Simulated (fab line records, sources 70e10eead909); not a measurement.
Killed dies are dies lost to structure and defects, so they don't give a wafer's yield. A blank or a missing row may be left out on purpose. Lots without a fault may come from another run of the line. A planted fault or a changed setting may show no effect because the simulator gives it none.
Tool commonality check | flow nand_harc | 5 lots, 15 wafers sampled

WHY IT WAS OPENED
At NHARC_END_SORT_01 the reading killed_at_periphery is flagged on 1 of 5 lots. Wafers without a fault read 2.9, standard deviation 2.1.
Rule: a lot is flagged when every wafer of it that has a number lies more than 4 standard deviations from that mean, or none has a number. The other lots count as sound.

lot  | measured     | on        | killed_at_periphery, wafer by wafer | flag
L636 | day 20 15:32 | prober-02 | 1 1 1                               |
L641 | day 21 16:17 | prober-01 | 1 1 1                               |
L642 | day 21 23:13 | prober-02 | 658 655 660                         | FLAGGED
L651 | day 23 09:14 | prober-01 | 4 3 1                               |
L650 | day 24 05:20 | prober-02 | 3 0 1                               |
The numbers of the flagged lots are 657.7 on average: +654.8 against the usual, or +99 or more standard deviations.

WHICH TOOL RAN EACH LOT
The record holds 4 process steps before the reading, out of a route of 1159 steps. In each cell: the tool, then ch and the chambers that the sampled wafers went through, then the start.
lot  | flag    | NHARC_P_GATE_ETCH_104             | NHARC_P_GATE_ETCH_114                        | NHARC_P_GATE_EXPOSE_56           | NHARC_P_GATE_STRIP_76
L636 |         | rie_diel-12 ch 0,2,3, day 4 14:11 | rie_diel-12 ch 2,3, day 5 03:28 or earlier   | krf_scanner-04 ch 0, day 5 03:28 | plasma_asher-02 ch 0,1, day 5 04:29
L641 |         | rie_diel-09 ch 0,1, day 6 03:09   | rie_diel-09 ch 0,1,2, day 6 16:26 or earlier | krf_scanner-01 ch 0, day 6 16:26 | plasma_asher-02 ch 0,1, day 6 17:23
L642 | FLAGGED | rie_diel-09 ch 1,2, day 6 12:05   | rie_diel-09 ch 1,2, day 7 01:34 or earlier   | krf_scanner-03 ch 0, day 7 01:34 | plasma_asher-02 ch 0,1, day 7 02:31
L651 |         | rie_diel-13 ch 1,2,3, day 8 07:16 | rie_diel-13 ch 0,2,3, day 8 20:47 or earlier | krf_scanner-01 ch 0, day 8 20:47 | plasma_asher-01 ch 0,1, day 8 21:44
L650 |         | rie_diel-12 ch 1,2, day 8 06:25   | rie_diel-12 ch 0,2, day 8 20:08 or earlier   | krf_scanner-04 ch 0, day 8 20:08 | plasma_asher-01 ch 0,1, day 8 21:08
What these steps do:
- NHARC_P_GATE_ETCH_104: etches the open film in CF4/CHF3, target depth 60 nm.
- NHARC_P_GATE_ETCH_114: etches the open film in CF4/O2, target depth 30 nm, overetch 3 nm, time 16.5 s.
- NHARC_P_GATE_EXPOSE_56: exposes mask P PSD, target cd 720 nm.
- NHARC_P_GATE_STRIP_76: strips in O2.
- NHARC_END_SORT_01

FLAGGED OVER TOTAL, TOOL BY TOOL (the gauges that took the reading come last)
step                   | tool            | lots run | flagged | share of the flagged lots | sound lots run after its first flagged lot
NHARC_P_GATE_ETCH_104  | rie_diel-09     | 2        | 1       | all                       | 0
NHARC_P_GATE_ETCH_104  | rie_diel-12     | 2        | 0       | none                      | -
NHARC_P_GATE_ETCH_104  | rie_diel-13     | 1        | 0       | none                      | -
NHARC_P_GATE_ETCH_114  | rie_diel-09     | 2        | 1       | all                       | 0
NHARC_P_GATE_ETCH_114  | rie_diel-12     | 2        | 0       | none                      | -
NHARC_P_GATE_ETCH_114  | rie_diel-13     | 1        | 0       | none                      | -
NHARC_P_GATE_EXPOSE_56 | krf_scanner-01  | 2        | 0       | none                      | -
NHARC_P_GATE_EXPOSE_56 | krf_scanner-03  | 1        | 1       | all                       | 0
NHARC_P_GATE_EXPOSE_56 | krf_scanner-04  | 2        | 0       | none                      | -
NHARC_P_GATE_STRIP_76  | plasma_asher-01 | 2        | 0       | none                      | -
NHARC_P_GATE_STRIP_76  | plasma_asher-02 | 3        | 1       | all                       | 0
NHARC_END_SORT_01      | prober-01       | 2        | 0       | none                      | -
NHARC_END_SORT_01      | prober-02       | 3        | 1       | all                       | 1 (L650)
NHARC_P_GATE_ETCH_114 gives no start for some lots, so the hours and the order of its lots are those of NHARC_P_GATE_EXPOSE_56.

WHAT THE TABLE ALLOWS
5 rows of the table ran every flagged lot: rie_diel-09 at NHARC_P_GATE_ETCH_104, rie_diel-09 at NHARC_P_GATE_ETCH_114, krf_scanner-03 at NHARC_P_GATE_EXPOSE_56, plasma_asher-02 at NHARC_P_GATE_STRIP_76, prober-02 at NHARC_END_SORT_01.
- rie_diel-09 at NHARC_P_GATE_ETCH_104: 1 of its 2 lots flagged. Its last sound lot is L641 (day 6 03:09), its first flagged lot L642 (day 6 12:05): a fault that began between those two fits.
- rie_diel-09 at NHARC_P_GATE_ETCH_114: 1 of its 2 lots flagged. Its last sound lot is L641 (day 6 16:26), its first flagged lot L642 (day 7 01:34): a fault that began between those two fits.
- krf_scanner-03 at NHARC_P_GATE_EXPOSE_56: 1 of its 1 lot flagged. It ran no sound lot before its first flagged lot in this sample, so the start can't be narrowed down.
- plasma_asher-02 at NHARC_P_GATE_STRIP_76: 1 of its 3 lots flagged. Its last sound lot is L641 (day 6 17:23), its first flagged lot L642 (day 7 02:31): a fault that began between those two fits.
- prober-02 at NHARC_END_SORT_01: 1 of its 3 lots flagged. Sound lots ran on it after the first flagged one (L650), which a lasting fault on the whole tool wouldn't allow.
Counting lots can't tell these 3 tools apart, because each fits a fault that began at some hour. More lots, or a look at what each step does to the wafer, might.

WHAT THE SIMULATOR HAD PUT IN
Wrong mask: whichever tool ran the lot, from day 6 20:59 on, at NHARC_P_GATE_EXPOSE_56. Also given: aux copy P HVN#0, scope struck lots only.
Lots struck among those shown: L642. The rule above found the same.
